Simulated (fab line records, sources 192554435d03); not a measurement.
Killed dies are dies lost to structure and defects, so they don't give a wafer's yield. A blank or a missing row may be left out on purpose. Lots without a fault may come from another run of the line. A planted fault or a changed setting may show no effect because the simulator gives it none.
Split-lot experiment | flow n5_finfet | 7 lots, 21 wafers read, on a route of 1938 steps

THE SPLIT
At N5_FIN_SAQP_COAT_68 (time 60 s, resist thk 100 nm), the setting spin_rpm was moved away from the recipe's 1500 rpm on 4 of the 21 wafers read, by -8.5% to +11.1%. The other wafers ran this setting at the recipe's value.

The reading is taken at the split's own step.

THE READING
SOC_of_FIN_SAQP_COAT_68.thk_nm (the simulator's own value, which no gauge read), in nm, at N5_FIN_SAQP_COAT_68 (time 60 s, resist thk 100 nm). The file gives no usual value for it. The 17 wafers here that ran the recipe average 100.1 nm, standard deviation 0.3 nm.

wafer  | tool, chamber at the split | spin_rpm as run, rpm | against the recipe | SOC_of_FIN_SAQP_COAT_68.thk_nm, nm | against lot-mates on the recipe
L076.2 | litho_track-02, 0          | 1500                 | recipe             | 99.8                               | -
L076.4 | litho_track-02, 0          | 1500                 | recipe             | 99.8                               | -
L076.5 | litho_track-02, 0          | 1667                 | +11.1%             | 94.8                               | -5.0
L082.1 | litho_track-01, 0          | 1500                 | recipe             | 99.8                               | -
L082.2 | litho_track-01, 0          | 1500                 | recipe             | 100                                | -
L082.3 | litho_track-01, 0          | 1500                 | recipe             | 100                                | -
L086.2 | litho_track-05, 0          | 1500                 | recipe             | 99.8                               | -
L086.5 | litho_track-05, 0          | 1500                 | recipe             | 99.8                               | -
L086.6 | litho_track-05, 0          | 1500                 | recipe             | 99.8                               | -
L087.2 | litho_track-01, 0          | 1500                 | recipe             | 100.6                              | -
L087.6 | litho_track-01, 0          | 1500                 | recipe             | 100.6                              | -
L087.3 | litho_track-01, 0          | 1500                 | recipe             | 100.4                              | -
L088.4 | litho_track-02, 0          | 1372                 | -8.5%              | 105                                | +4.6
L088.6 | litho_track-02, 0          | 1372                 | -8.5%              | 105                                | +4.6
L088.5 | litho_track-02, 0          | 1500                 | recipe             | 100.4                              | -
L089.1 | litho_track-01, 0          | 1500                 | recipe             | 100.2                              | -
L089.5 | litho_track-01, 0          | 1500                 | recipe             | 100.2                              | -
L089.6 | litho_track-01, 0          | 1500                 | recipe             | 100.2                              | -
L091.3 | litho_track-05, 0          | 1500                 | recipe             | 100.6                              | -
L091.4 | litho_track-05, 0          | 1397                 | -6.9%              | 104                                | +3.6
L091.5 | litho_track-05, 0          | 1500                 | recipe             | 100.2                              | -

THE FIT
A straight line over all 21 wafers: SOC_of_FIN_SAQP_COAT_68.thk_nm changes by -0.531 nm for each +1% of spin_rpm; r = -0.99; the points scatter about the line by 0.33 nm.
The same after taking each lot's own level away (the mean of its wafers on the recipe; 21 wafers): -0.499 nm for each +1%; r = -1.00; scatter 0.18 nm.
On that fit, the largest move of spin_rpm shifts the reading by 5.6 nm.
The lots' own levels span 99.80 to 100.53 nm, that is 2.5 times the standard deviation above.
So the lot-to-lot level changes the slope little: the two slopes agree.
Check: with one of the wafers moved furthest among these (+11.1%) left out of the fit, the line predicts -5.96 nm for it against its lot-mates. It came out at -5 nm against them.

OTHER SPLITS ON THESE WAFERS
These wafers also went through other splits before the reading. Each is held against what the fit with the lots' levels taken away leaves over:
other split on the same wafers                    | wafers away from the commonest value | r with SOC_of_FIN_SAQP_COAT_68.thk_nm (lot level and that fit taken away)
N5_WELL_APT_COAT_02 spin_rpm                      | 3                                    | +0.00
N5_WELL_APT_EXPOSE_05 dose_mj                     | 4                                    | +0.13
N5_PMOS_HMC_CHANNEL_EPI_PEB_07 peb_temp_c         | 7                                    | -0.33
N5_PMOS_HMC_CHANNEL_EPI_DEVELOP_08 develop_time_s | 7                                    | +0.22
N5_FIN_SAQP_ETCH_65 time_s                        | 9                                    | +0.20

THE FILE'S OWN FIT
SOC_of_FIN_SAQP_COAT_68.thk_nm changes by -0.49 nm for each +1% of spin_rpm, r = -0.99.
